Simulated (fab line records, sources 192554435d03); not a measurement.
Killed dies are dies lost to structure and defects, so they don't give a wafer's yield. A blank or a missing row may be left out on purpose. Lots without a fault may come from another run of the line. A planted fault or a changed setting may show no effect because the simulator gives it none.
fab line records | flow n5_finfet
record lots=4 wafers=12 last_day=18
route steps=1938 shown FIN_SAQP@126 FIN_CUT@154 STI_FIN_REVEAL@207 BEOL_M4@1111 PASSIVATION@1936
lots that met no fault: from a run of the same line without faults
start_h: hours from the record's first day to the start of the lot's first wafer shown | wait_h: hours since the lot's step before | " the same as in the row above | L1.1+2: a row that stands for several wafers | - no value, or no start given | * or withheld: withheld | < > ~ a bound
route shown NAME@n: a module of which the file shows steps, and the number in the route of the first | usual: mean/standard deviation of fault-free wafers | same: alike in all rows | chamber/n: place in a boat | sites: the reading at each site | _std_site: their standard deviation | _edge_site: outer sites' mean less inner sites' | radius_mm: how far each site lies from the wafer's centre | mask NAME#n: copy n | behind: the tool/chamber that last shaped the wafer | hold: why the lot was held/for how many hours/how that ended | device: the transistor (n, p or np) that didn't switch | end of line: the same wafers' tests at the end of the route | a step without rows: its recipe alone | killed: dies lost to structure and defects at the first sort, not the wafer's yield | map: a wafer's dies, x killed, . not, _ none there
set.NAME: the setting as run; set.NAME@STEP: as run at that earlier step | model.NAME: the simulator's own value behind a step, which no gauge read
lots at some steps of the route; a table a step, a row a wafer
services: from which hour (start_h, from the record's first day; less than 0 if before it) a tool's chamber was out of use, for how many hours, and why
## steps
# step N5_FIN_SAQP_SPACER1_ETCHBACK_25
# recipe chemistry=CHF3/O2 mode=anisotropic_etchback target=SiO2 target_depth_a=244 time_s=12.2 pressure_mtorr=30 source_w=650 bias_w=170 Ar_flow_sccm=200 CHF3_flow_sccm=50 O2_flow_sccm=5 ion_energy_ev=200
# step N5_FIN_SAQP_MANDREL1_REMOVE_56
# recipe chemistry=HBr/Cl2/O2 bt_time_s=10 target=a-Si stop_on=SiNx endpoint=OES-SiCl over_etch_frac=1 icp_w=600 bias_w=22 HBr_flow_sccm=150 Cl2_flow_sccm=80 O2_flow_sccm=5 pressure_mtorr=10
# step N5_FIN_SAQP_ETCH_57
# recipe chemistry=CH3F/O2 target=SiNx mask_material=SiO2 target_depth_a=325 time_s=46.4 pressure_mtorr=30 source_w=395 bias_w=73 Ar_flow_sccm=150 CH3F_flow_sccm=30 O2_flow_sccm=20 ion_energy_ev=120 ends=cleared
# step N5_FIN_SAQP_ETCH_65
# recipe chemistry=CF4 target=SiO2 target_depth_a=40 ion_energy_ev=350 time_s=4.4 pressure_mtorr=10 icp_w=800 bias_w=400 cf4_flow_sccm=80
# step N5_FIN_SAQP_MANDREL_ETCH_58
# recipe chemistry=HBr/Cl2 target=a-Si target_depth_a=450 bt_time_s=10 stop_on=SiNx mask_material=SiO2 over_etch_frac=0.8 time_s=27 pressure_mtorr=10 icp_w=800 bias_w=75 HBr_flow_sccm=150 Cl2_flow_sccm=80 ends=end_point
# step N5_FIN_SAQP_RECESS_63
# recipe chemistry=HF/NH3 target=SiO2 target_depth_a=180 afs_cycles=3 temp_c=30 sublimation_temp_c=180 sublimation_time_s=60
# step N5_FIN_SAQP_COAT_68
# recipe resist=SOC temp_c=250 time_s=60 spin_rpm=1500 resist_thk_nm=100
# step N5_FIN_SAQP_ETCH_69
# recipe chemistry=N2/H2 target=SOC target_depth_a=1500 stop_on=SiNx ion_energy_ev=100 bias_w=61 pressure_mtorr=30 source_w=850 n2_flow_sccm=200 h2_flow_sccm=200
# step N5_FIN_SAQP_ETCH_67
# recipe chemistry=CH3F/O2 target=SiNx target_depth_a=300 mask_material=SOC pressure_mtorr=30 source_w=395 bias_w=73 Ar_flow_sccm=150 CH3F_flow_sccm=30 O2_flow_sccm=20 ion_energy_ev=120
# step N5_FIN_SAQP_STRIP_70
# recipe chemistry=N2/H2 power_w=500 temp_c=40 pressure_mtorr=50 rf_frequency_hz=6e+07 overash_fraction=0.3 bias_power_w=28 h2_frac=0.5 n2_flow_sccm=300 h2_flow_sccm=300
# step N5_FIN_SAQP_RECESS_71
# recipe chemistry=HF/NH3 target=SiO2 target_depth_a=30 afs_cycles=1 temp_c=30 sublimation_temp_c=180 sublimation_time_s=60
# step N5_FIN_SAQP_SPACER2_ALD_28
# recipe material=SiO2 target_thk_a=81 temp_c=300 ald_precursor_family=BDEAS ald_co_reactant=O2-plasma pulse_time_s=1 purge_time_s=2 co_reactant_purge_time_s=2 pressure_torr=2
# usual heater_power_w=477/40 precursor_pulse_height_rel=1.001/0.022 susceptor_temp_C=300.01/0.19
# columns lot.wafer tool chamber start_h wait_h heater_power_w precursor_pulse_height_rel susceptor_temp_C model.SiO2_of_FIN_SAQP_SPACER2_ALD_28.thk_nm
L104.1 ald_sin-02 3 45.01 0.5 363 0.985 299.80 8.2
L104.2 " 1 " " 467 0.998 300.51 8.2
L104.3 " 2 " " 472 0.969 299.94 8.2
L118.2 ald_sin-02 1 127.89 0.1 492 1.015 299.71 8.2
L118.4 " 3 " " 322 1.031 282.06 8.6
L118.5 " 0 " " 501 1.038 300.11 8.2
L119.1 ald_sin-02 0 133.35 0.1 488 0.978 299.78 8.2
L119.3 " 2 " " 477 1.004 299.84 8
L119.4 " 3 " " 313 0.975 282.08 8.6
L124.2 ald_sin-01 0 167.66 1.4 527 1.037 300.21 8
L124.4 " 1 " " 529 0.998 300.12 8
L124.5 " 3 " " 528 1.024 300.02 8
# step N5_FIN_SAQP_SPACER2_ETCHBACK_29
# recipe chemistry=CHF3/O2 mode=anisotropic_etchback target=SiO2 target_depth_a=122 time_s=6.1 pressure_mtorr=30 source_w=650 bias_w=170 Ar_flow_sccm=200 CHF3_flow_sccm=50 O2_flow_sccm=5 ion_energy_ev=200
# step N5_FIN_SAQP_MANDREL2_REMOVE_60
# recipe chemistry=HBr/Cl2/O2 bt_time_s=10 target=a-Si stop_on=SiNx endpoint=OES-SiCl over_etch_frac=1 icp_w=600 bias_w=22 HBr_flow_sccm=150 Cl2_flow_sccm=80 O2_flow_sccm=5 pressure_mtorr=10
# usual drypump_motor_current_A=5.6/0.53 mfc_cl2_sccm=80.01/0.24 oes_o_777_au=0.989/0.019 oes_product_au=0.998/0.011 throttle_valve_pct=36.71/0.29
# columns lot.wafer tool chamber start_h wait_h drypump_motor_current_A mfc_cl2_sccm oes_o_777_au oes_product_au rf_hours_counter_h throttle_valve_pct model.FIN_SAQP.cd_nm
L104.1 rie_si-06 1 45.42 0.1 5.0 80.20 0.954 1.000 123 36.26 8
L104.2 " 3 " " 6.1 80.13 0.983 0.996 46 36.70 8.2
L104.3 " 2 " " 6.1 79.98 0.986 1.003 104 36.49 8.2
L118.2 rie_si-01 1 128.30 0.1 5.7 80.20 1.027 1.004 20 36.57 8.2
L118.4 " 0 " " 6.1 80.03 1.026 1.003 156 36.86 8.8
L118.5 " 2 " " 5.3 79.68 1.011 0.992 - 36.57 8.2
L119.1 rie_si-01 3 133.76 0.1 4.7 80.52 0.987 1.009 41 36.90 8.2
L119.3 " 0 " " 6.1 80.17 1.015 1.006 156 36.84 8.2
L119.4 " 2 " " 5.3 80.00 0.999 0.996 106 36.56 8.6
L124.2 rie_si-02 3 168.21 0.1 6.0 79.71 1.009 0.987 76 36.63 8
L124.4 " 2 " " 5.5 79.79 0.999 0.978 1 37.11 8.2
L124.5 " 0 " " 5.7 80.06 0.997 1.023 - 36.95 8
# step N5_FIN_SAQP_HM_OPEN_33
# recipe chemistry=CH3F/O2 target=SiNx mask_material=SiO2 target_depth_a=494 time_s=70.6 pressure_mtorr=30 source_w=395 bias_w=73 Ar_flow_sccm=150 CH3F_flow_sccm=30 O2_flow_sccm=20 ion_energy_ev=120 ends=cleared
# step N5_FIN_SAQP_ETCH_34
# recipe chemistry=C4F6/O2 target=SiO2 target_depth_a=450 time_s=15 ion_energy_ev=250 pressure_mtorr=30 source_w=345 bias_w=185 Ar_flow_sccm=300 C4F6_flow_sccm=10 O2_flow_sccm=10 ends=cleared
# step N5_FIN_SAQP_STRIP_77
# recipe chemistry=N2/H2 time_s=90 power_w=100 temp_c=40 pressure_mtorr=100 rf_frequency_hz=6e+07 bias_power_w=3 n2_flow_sccm=300 h2_flow_sccm=300
# step N5_FIN_SAQP_ETCH_64
# recipe chemistry=CF4 target=SiO2 target_depth_a=15 ion_energy_ev=350 pressure_mtorr=10 icp_w=800 bias_w=400 cf4_flow_sccm=80
# step N5_FIN_SAQP_FIN_ETCH_36
# recipe chemistry=HBr/Cl2/O2 target_depth_a=1200 mask_material=SiNx time_s=50.4 bias_w=102 pressure_mtorr=10 icp_w=800 HBr_flow_sccm=150 Cl2_flow_sccm=80 O2_flow_sccm=12
# usual drypump_motor_current_A=5.7/0.44 mfc_cl2_sccm=79.97/0.23 oes_o_777_au=0.999/0.016 oes_product_au=1.000/0.012 throttle_valve_pct=36.08/0.24
# columns lot.wafer tool chamber start_h wait_h drypump_motor_current_A mfc_cl2_sccm oes_o_777_au oes_product_au rf_hours_counter_h throttle_valve_pct model.FIN_SAQP.cd_nm
L104.1 rie_si-01 1 45.98 0.0 5.7 79.88 1.028 1.003 18 35.88 7.8
L104.2 " 0 " " 6.1 79.62 1.010 1.007 155 36.18 8.2
L104.3 " 2 " " 5.3 80.22 1.001 0.992 104 35.88 8
L118.2 rie_si-02 3 128.75 0.0 6.0 79.83 0.994 1.002 76 35.93 8
L118.4 " 0 " " 5.7 80.06 0.995 1.012 99 36.25 8.8
L118.5 " 3 " " 6.0 79.75 0.999 1.004 - 35.95 8.2
L119.1 rie_si-02 1 134.21 0.0 6.0 79.91 1.009 1.017 144 35.93 8
L119.3 " 2 " " 5.5 80.79 0.990 0.989 1 36.41 8
L119.4 " 3 " " 6.0 80.23 1.005 0.981 76 35.97 8.6
L124.2 rie_si-01 1 168.66 0.0 5.8 80.07 1.018 0.998 20 35.91 8
L124.4 " 2 " " 5.3 79.98 1.002 0.992 107 35.88 8
L124.5 " 2 " " 5.3 79.91 0.998 0.973 - 35.89 7.8
# step N5_FIN_SAQP_PRECLEAN_38
# recipe chemistry=O3/DIW time_s=45 temp_c=22 o3_ppm=10
# step N5_FIN_SAQP_PRECLEAN_45
# recipe chemistry=dHF time_s=10 dilution=500:1 temp_c=25
# step N5_FIN_SAQP_SRD_39
# recipe dry=ipa_marangoni time_s=30 temp_c=23 rinse_liquid=diw
# step N5_FIN_CUT_COAT_18
# recipe resist=SOC temp_c=250 time_s=60 spin_rpm=1500 resist_thk_nm=230
# step N5_FIN_CUT_COAT_19
# recipe resist=SiARC temp_c=220 time_s=60 spin_rpm=1500 resist_thk_nm=20
# step N5_FIN_CUT_COAT_29
# recipe resist=underlayer temp_c=205 time_s=60 spin_rpm=1500 resist_thk_nm=10
# step N5_FIN_CUT_COAT_02
# recipe resist=CAR-EUV spin_rpm=1500 resist_thk_nm=30
# step N5_FIN_CUT_EBR_04
# recipe solvent=PGMEA ebr_width_mm=1.5
# step N5_FIN_CUT_SOFTBAKE_03
# recipe temp_c=110 time_s=60 resist=CAR-EUV
# step N5_FIN_CUT_EXPOSE_05
# recipe mask_id=FIN_CUT na=0.33 source_shape=annular sigma_inner=0.35 sigma_outer=0.8 polarization=unpolarized dose_mj=45.75
# step N5_FIN_CUT_PEB_06
# recipe peb_temp_c=100 peb_time_s=60 resist=CAR-EUV
# step N5_FIN_CUT_DEVELOP_07
# recipe develop_time_s=30 developer=TMAH resist=CAR-EUV rinse_liquid=surfactant_rinse dry=air_spin dev_temp_c=23
# step N5_FIN_CUT_DESCUM_13
# recipe chemistry=O2 time_s=7 source_power_w=50 bias_power_w=20 pressure_mtorr=20 rf_frequency_hz=2.712e+07 temp_c=40 resist=CAR-EUV o2_flow_sccm=225
# step N5_FIN_CUT_ETCH_30
# recipe chemistry=N2/H2 target=underlayer target_depth_a=130 mask_material=CAR-EUV time_s=10.4 ion_energy_ev=200 pressure_mtorr=30 source_w=840 bias_w=150 n2_flow_sccm=200 h2_flow_sccm=200 ends=cleared
# step N5_STI_FIN_REVEAL_CD_MEAS_22
# recipe target_cd_nm=6.238 pitch_nm=28 polarity=line
# usual cd_nm=6.21/0.27
# columns lot.wafer tool chamber start_h wait_h cd_nm
L104.1 cd_sem-02 - 56.87 0.0 6.18
L104.2 " - " " 6.16
L104.3 " - " " 6.17
L118.2 cd_sem-03 - 139.72 0.0 6.55
L118.4 " - " " 7.09
L118.5 " - " " 5.93
L119.1 cd_sem-03 - 144.65 0.0 5.95
L119.3 " - " " 5.87
L119.4 " - " " 6.76
L124.2 cd_sem-03 - 179.31 0.0 6.02
L124.4 " - " " 5.89
L124.5 " - " " 5.88
# step N5_BEOL_M4_RC_MEAS_101
# usual DIBL_N=36.2/1.2 DIBL_P=36.3/1.3 IOFF_N=0.155/0.019 IOFF_N_85C=3.0/0.31 IOFF_N_LIN=0.073/0.0075 IOFF_P=0.210/0.029 ION_N=677/8.6 ION_P=465/6.8 SS_N=71.4/0.48 SS_P=73.2/0.53 VT_N=249.9/2.4 VT_N_LVT=99.0/2.1 VT_P=-250/3.2
# columns lot.wafer tool chamber start_h wait_h DIBL_N[mV/V] DIBL_P[mV/V] IOFF_N[nA/um] IOFF_N_85C[nA/um] IOFF_N_LIN[nA/um] IOFF_P[nA/um] ION_N[uA/um] ION_P[uA/um] SS_N[mV/dec] SS_P[mV/dec] VT_N[mV] VT_N_LVT[mV] VT_P[mV]
L104.1 prober-01 0 187.68 0.0 33.5 33.4 0.115 2.3 0.056 0.167 666 460 70.0 72.9 253.5 105.0 -253
L104.2 " 0 " " 36.2 37.8 0.177 3.4 0.081 0.238 681 471 71.1 73.6 249.4 98.0 -249
L104.3 " 0 " " 34.9 35.6 0.138 2.7 0.067 0.198 680 468 70.9 73.4 252.1 102.5 -249
L119.1 prober-02 0 282.57 0.0 36.9 37.8 0.164 3.2 0.075 0.219 684 464 71.5 73.7 249.1 99.3 -249
L119.3 " 0 " " 37.7 38.4 0.173 3.3 0.077 0.227 672 463 71.7 73.7 250.5 98.0 -250
L119.4 " 0 " " 38.9 40.4 0.213 4.0 0.094 0.285 695 473 71.8 75.1 245.1 94.1 -246
L118.2 prober-02 0 292.54 0.2 37.0 35.3 0.142 2.9 0.068 0.169 678 458 71.0 72.6 250.7 98.6 -254
L118.4 " 0 " " 41.4 41.6 0.262 4.8 0.116 0.264 714 471 72.0 73.8 241.9 88.4 -251
L118.5 " 0 " " 37.4 36.3 0.152 3.0 0.072 0.182 667 454 71.6 73.9 251.5 98.6 -255
L124.2 prober-02 0 322.93 0.2 35.8 33.9 0.136 2.7 0.066 0.171 666 457 71.1 72.9 251.7 100.3 -254
L124.4 " 0 " " 36.1 33.6 0.143 2.8 0.067 0.177 672 460 71.0 73.5 252.1 100.2 -252
L124.5 " 0 " " 34.6 32.5 0.121 2.4 0.059 0.152 661 452 70.6 72.2 253.8 102.3 -256
# step N5_PASSIVATION_PROBE_49
# usual defect_limited_yield=91.2/1.4 killed_at_M0_to_M3=34/10 killed_at_M4_up=13/5.1 killed_at_contacts=12/6.5 killed_at_front_end=41/11 killed_at_other=4/3.3 killed_dies=104/16 killed_open=69/13 killed_short=33/7 sort_bin_4_leakage=0/0 sort_bin_5_function=5.1/0.91 sort_bin_6_memory=3.3/0.69 sort_n_pass=1076/16 sort_yield_pct=91.2/1.4
# same gross_dies=1180 killed_at_back_side=0 sort_bin_8_speed[%]=0
# columns lot.wafer tool chamber start_h wait_h defect_limited_yield[%] killed_at_M0_to_M3 killed_at_M4_up killed_at_contacts killed_at_front_end killed_at_other killed_dies killed_open killed_short sort_bin_4_leakage[%] sort_bin_5_function[%] sort_bin_6_memory[%] sort_n_pass sort_yield_pct[%]
L104.1 prober-02 - 298.40 0.0 91.9 19 16 6 54 1 96 66 28 0 5.7 2.1 1084 91.9
L104.2 prober-02 - 298.45 0.1 90.2 35 13 10 53 5 116 83 30 0 6.1 3.5 1064 90.2
L104.3 prober-02 - 298.50 0.1 91.9 31 15 8 34 7 95 57 34 0 4.4 3.1 1085 91.9
L119.1 prober-02 - 385.87 0.0 91.0 36 17 6 46 1 106 71 35 0 5.2 3.3 1074 91.0
L119.3 prober-02 - 385.97 0.1 93.6 27 15 6 22 5 75 47 26 0 3.7 2.5 1105 93.6
L119.4 prober-02 - 386.02 0.2 90.7 34 22 5 45 4 110 78 30 0 5.4 3.3 1070 90.7
L118.2 prober-02 - 388.26 0.1 90.4 38 13 17 41 4 113 78 35 0 6.4 2.7 1067 90.4
L118.4 prober-02 - 388.36 0.2 89.6 26 12 9 68 8 123 93 30 0.08 6.3 3.6 1056 89.5
L118.5 prober-02 - 388.41 0.2 89.7 29 12 21 51 9 122 79 43 0 6.4 3.4 1058 89.7
# killed by level:class
L104.1 STI_FIN_REVEAL:geometric_particle:open=19 FIN_SAQP:geometric_particle:open=12 BEOL_M4:geometric_particle:open=10 BEOL_M0_SAQP:geometric_particle:short=9 FIN_SAQP:geometric_particle:short=8 DUMMY_GATE:geometric_particle:open=6 MOL_CONTACT_COAG:geometric_particle:open=6 BEOL_M2:geometric_particle:open=6
L104.2 FIN_SAQP:geometric_particle:open=20 BEOL_M2:geometric_particle:open=11 FIN_SAQP:geometric_particle:short=10 BEOL_M0_SAQP:geometric_particle:open=10 BEOL_M0_SAQP:geometric_particle:short=8 STI_FIN_REVEAL:geometric_particle:open=7 MOL_CONTACT_COAG:geometric_particle:open=7 BEOL_M4:geometric_particle:open=6
L104.3 BEOL_M4:geometric_particle:open=10 BEOL_M2:geometric_particle:open=8 BEOL_M0_SAQP:geometric_particle:open=8 BEOL_M0_SAQP:geometric_particle:short=8 STI_FIN_REVEAL:geometric_particle:open=7 FIN_SAQP:geometric_particle:short=6 MOL_CONTACT_COAG:geometric_particle:open=6 FIN_SAQP:geometric_particle:open=5
L119.1 STI_FIN_REVEAL:geometric_particle:open=10 FIN_SAQP:geometric_particle:short=9 FIN_SAQP:geometric_particle:open=8 BEOL_M1:geometric_particle:open=8 BEOL_M3:geometric_particle:open=7 BEOL_M4:geometric_particle:open=7 BEOL_M2:geometric_particle:open=6 BEOL_M0_SAQP:geometric_particle:short=5
L119.3 BEOL_M3:geometric_particle:open=10 FIN_SAQP:geometric_particle:short=8 BEOL_M4:geometric_particle:open=7 STI_FIN_REVEAL:geometric_particle:open=4 BEOL_M2:geometric_particle:open=4 MOL_CONTACT_COAG:geometric_particle:short=3 MOL_CONTACT_COAG:geometric_particle:open=3 BEOL_M0_SAQP:geometric_particle:short=3
L119.4 BEOL_M4:geometric_particle:open=14 STI_FIN_REVEAL:geometric_particle:open=13 FIN_SAQP:geometric_particle:open=9 BEOL_M3:geometric_particle:open=8 FIN_SAQP:geometric_particle:short=7 BEOL_M0:geometric_particle:open=5 ILD0:geometric_particle:short=4 MOL_CONTACT_COAG:geometric_particle:open=4
L118.2 MOL_CONTACT_COAG:geometric_particle:open=12 BEOL_M0_SAQP:geometric_particle:open=11 BEOL_M0_SAQP:geometric_particle:short=10 STI_FIN_REVEAL:geometric_particle:open=9 FIN_SAQP:geometric_particle:open=8 GATE_CUT:geometric_particle:short=8 BEOL_M4:geometric_particle:open=6 DUMMY_GATE:geometric_particle:open=5
L118.4 STI_FIN_REVEAL:geometric_particle:open=31 FIN_SAQP:geometric_particle:open=11 BEOL_M0_SAQP:geometric_particle:open=10 STI_FIN_REVEAL:geometric_particle:short=8 MOL_CONTACT_COAG:geometric_particle:open=8 BEOL_M4:geometric_particle:open=6 DUMMY_GATE:geometric_particle:open=5 BEOL_M0_SAQP:geometric_particle:short=5
L118.5 MOL_CONTACT_COAG:geometric_particle:open=18 GATE_CUT:geometric_particle:short=11 STI_FIN_REVEAL:geometric_particle:open=8 BEOL_M1:geometric_particle:open=7 BEOL_M2:geometric_particle:open=7 FIN_SAQP:geometric_particle:open=6 BEOL_M4:geometric_particle:open=5 DUMMY_GATE:geometric_particle:open=5
## services
# columns tool chamber start_h hours kind
rie_si-02 3 27.73 6.7 repair
rie_si-02 3 38.60 2.0 repair
rie_si-06 0 51.06 - clean
rie_si-06 0 51.06 19.7 scheduled_down
ald_sin-02 3 59.10 24.9 repair
rie_si-02 2 75.73 - clean
rie_si-02 2 75.73 13.4 scheduled_down
rie_si-02 2 75.73 13.4 vent_cycle
ald_sin-02 - 85.25 14.0 pm
ald_sin-02 0 85.25 14.0 vent_cycle
ald_sin-02 1 85.25 14.0 vent_cycle
ald_sin-02 2 85.25 14.0 vent_cycle
ald_sin-02 3 85.25 14.0 vent_cycle
rie_si-06 1 90.62 10.5 repair
rie_si-06 - 90.73 0.3 repair
ald_sin-01 - 93.32 1.1 repair
rie_si-06 3 95.15 22.9 repair
ald_sin-02 0 99.25 - clean
ald_sin-02 1 99.25 - clean
ald_sin-02 2 99.25 - clean
ald_sin-02 3 99.25 - clean
rie_si-06 0 105.77 2.3 repair
rie_si-06 0 129.46 5.0 repair
rie_si-02 - 161.79 2.8 pm
## key
first_sign step=N5_FIN_SAQP_SPACER2_ALD_28 reading=susceptor_temp_C direction=down sigmas=93 usual=* struck=*
effect step=N5_STI_FIN_REVEAL_CD_MEAS_22 reading=cd_nm direction=up sigmas=2.7 usual=6.21 struck=6.92
effect step=N5_BEOL_M4_RC_MEAS_101 reading=IOFF_N_85C direction=up sigmas=4.3 usual=3.0 struck=4.4
effect step=N5_BEOL_M4_RC_MEAS_101 reading=IOFF_N direction=up sigmas=4.3 usual=0.155 struck=0.238
effect step=N5_BEOL_M4_RC_MEAS_101 reading=IOFF_N_LIN direction=up sigmas=4.2 usual=0.073 struck=0.105
effect step=N5_BEOL_M4_RC_MEAS_101 reading=VT_N_LVT direction=down sigmas=3.6 usual=99.0 struck=91.2
effect step=N5_BEOL_M4_RC_MEAS_101 reading=DIBL_P direction=up sigmas=3.6 usual=36.3 struck=41.0
effect step=N5_BEOL_M4_RC_MEAS_101 reading=DIBL_N direction=up sigmas=3.4 usual=36.2 struck=40.1
effect step=N5_BEOL_M4_RC_MEAS_101 reading=ION_N direction=up sigmas=3.2 usual=677 struck=704
effect step=N5_BEOL_M4_RC_MEAS_101 reading=VT_N direction=down sigmas=2.6 usual=249.9 struck=243.5
model_effect step=N5_FIN_SAQP_SPACER2_ALD_28 value=SiO2_of_FIN_SAQP_SPACER2_ALD_28.thk_nm without=8.2 struck=8.6
model_effect step=N5_FIN_SAQP_MANDREL2_REMOVE_60 value=FIN_SAQP.cd_nm without=8.1 struck=8.7
model_effect step=N5_FIN_SAQP_FIN_ETCH_36 value=FIN_SAQP.cd_nm without=8.1 struck=8.7
met_at N5_FIN_SAQP_SPACER2_ALD_28
struck_wafers L118.4,L119.4
onset_between 45.01 127.89
fault kind=process_parameter_drift tool=ald_sin-02 chamber=3 onset_h=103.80 steps=N5_FIN_SAQP_SPACER2_ALD_28 channel=temp_c offset=* shape=step end_h=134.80 acts_in=* stated=*
